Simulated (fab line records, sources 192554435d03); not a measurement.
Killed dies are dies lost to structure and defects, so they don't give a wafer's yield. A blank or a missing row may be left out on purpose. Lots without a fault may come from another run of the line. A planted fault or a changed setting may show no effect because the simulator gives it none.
Chamber matching | flow n5_finfet | N5_MOL_CONTACT_COAG_ETCH_124 on rie_diel-03: 4 sister chambers
The step etches SiNx in CH3F/O2, stops on SiOC, target depth 6.5 nm. 8 wafers are shown with their chamber, then 11 later ones without.

WAFERS WITH THEIR CHAMBER
wafer  | chamber | showerhead_plenum_p_Torr (Torr) | drypump_motor_current_A (A)
L079.4 | 0       | 1.98                            | 5.53
L085.2 | 0       | 1.98                            | 5.51
L085.3 | 3       | 1.93                            | 5.66
L085.4 | 1       | 1.94                            | 5.77
L087.1 | 2       | 2.08                            | 5.94
L087.2 | 1       | 1.94                            | 5.78
L087.6 | 2       | 2.07                            | 5.95
L089.1 | 3       | 1.92                            | 5.65

WAFERS WITHOUT THEIR CHAMBER
wafer  | showerhead_plenum_p_Torr (Torr) | drypump_motor_current_A (A)
L089.2 | 1.94                            | 5.78
L089.4 | 2.07                            | 5.92
L093.2 | 1.93                            | 5.77
L093.3 | 1.98                            | 5.51
L093.6 | 2.07                            | 5.97
L094.2 | 1.93                            | 5.78
L094.3 | 1.92                            | 5.63
L094.4 | 2.07                            | 5.94
L096.1 | 1.93                            | 5.78
L096.2 | 1.92                            | 5.65
L096.5 | 1.93                            | 5.77

WHICH CHAMBER EACH WENT THROUGH
wafer  | from the rows above | in truth
L089.2 | 1                   | 1
L089.4 | 2                   | 2
L093.2 | 1                   | 1
L093.3 | 0                   | 0
L093.6 | 2                   | 2
L094.2 | 1                   | 1
L094.3 | 3                   | 3
L094.4 | 2                   | 2
L096.1 | 1                   | 1
L096.2 | 3                   | 3
L096.5 | 1                   | 1
Placed correctly: 11 of 11. Can't be placed from these rows: 0. Placed wrongly: 0.
How it was worked out, from the rows above alone: a wafer's distance from a chamber is the root of the sum, over the readings, of the square of ((its reading less the chamber's mean) divided by the reading's scatter). The wafer belongs to the nearest chamber; if the next one is less than 2 further off, it can't be placed. A chamber's mean is the mean of its shown wafers. The scatter: the root of (the sum of the squares of (reading less its chamber's mean) over the shown wafers, divided by (wafers less chambers)).
